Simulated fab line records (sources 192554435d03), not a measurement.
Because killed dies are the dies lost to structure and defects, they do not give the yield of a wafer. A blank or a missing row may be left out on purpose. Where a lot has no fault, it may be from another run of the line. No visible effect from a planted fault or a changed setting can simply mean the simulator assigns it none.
Matching of chambers -- flow n5 finfet -- N5_HKMG_FIN_ETCH_86 on rie diel-03 has 4 sister chambers
The step etches SOC in N2/H2, stops on TiN, target depth 393.2 nm. 14 wafers are shown with their chamber, then 7 later ones without.

== WAFERS WITH THEIR CHAMBER ==
wafer,chamber,throttle valve pct (%),drypump motor current A (A),showerhead plenum p Torr (Torr)
L074.1,3,17.9,5.2,2.57
L074.4,1,17.5,5.8,2.56
L074.6,3,17.9,5.1,2.57
L075.2,2,17.7,6.3,2.52
L075.4,0,18.0,5.3,2.59
L075.5,2,17.7,6.3,2.52
L077.1,2,17.7,6.3,2.52
L077.2,3,17.9,5.2,2.56
L077.4,1,17.5,5.7,2.56
L084.1,1,17.6,5.8,2.55
L084.3,3,17.9,5.1,2.56
L084.5,2,17.7,6.3,2.51
L088.1,3,17.9,5.2,2.55
L088.4,2,17.7,6.2,2.51

SIGNATURES, as means of the wafers listed above
reading,chamber 0,chamber 1,chamber 2,chamber 3,scatter within a chamber
throttle valve pct,18.000,17.533,17.700,17.900,0.0258
drypump motor current A,5.300,5.767,6.280,5.160,0.0516
showerhead plenum p Torr,2.5900,2.5567,2.5160,2.5620,0.00683
Rule: for a wafer and a chamber, the distance is found by dividing, reading by reading, the gap between the wafer's reading and the chamber's mean by the reading's scatter, squaring, summing and taking the root. The wafer belongs to the nearest chamber; if the next one is less than 2 further off, it can't be placed. How the scatter is found: for the shown wafers, subtract from each reading the mean of its chamber, square and add these, divide the total by (wafers less chambers), then take the root.

== WAFERS WITH NO CHAMBER GIVEN ==
wafer,throttle valve pct (%),drypump motor current A (A),showerhead plenum p Torr (Torr)
L088.5,18.0,5.3,2.58
L090.1,17.7,6.3,2.51
L090.5,17.6,5.8,2.54
L090.6,17.9,5.2,2.55
L095.1,17.6,5.3,2.58
L095.3,17.8,6.3,2.50
L095.6,17.8,6.3,2.50

== WHICH CHAMBER EACH ONE RAN IN ==
wafer,from the rows above,in truth
L088.5,0,0
L090.1,2,2
L090.5,1,1
L090.6,3,3
L095.1,1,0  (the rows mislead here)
L095.3,2,2
L095.6,2,2
Placed correctly: 6 of 7. Left unplaced by these rows: 0. Placed wrongly: 1.
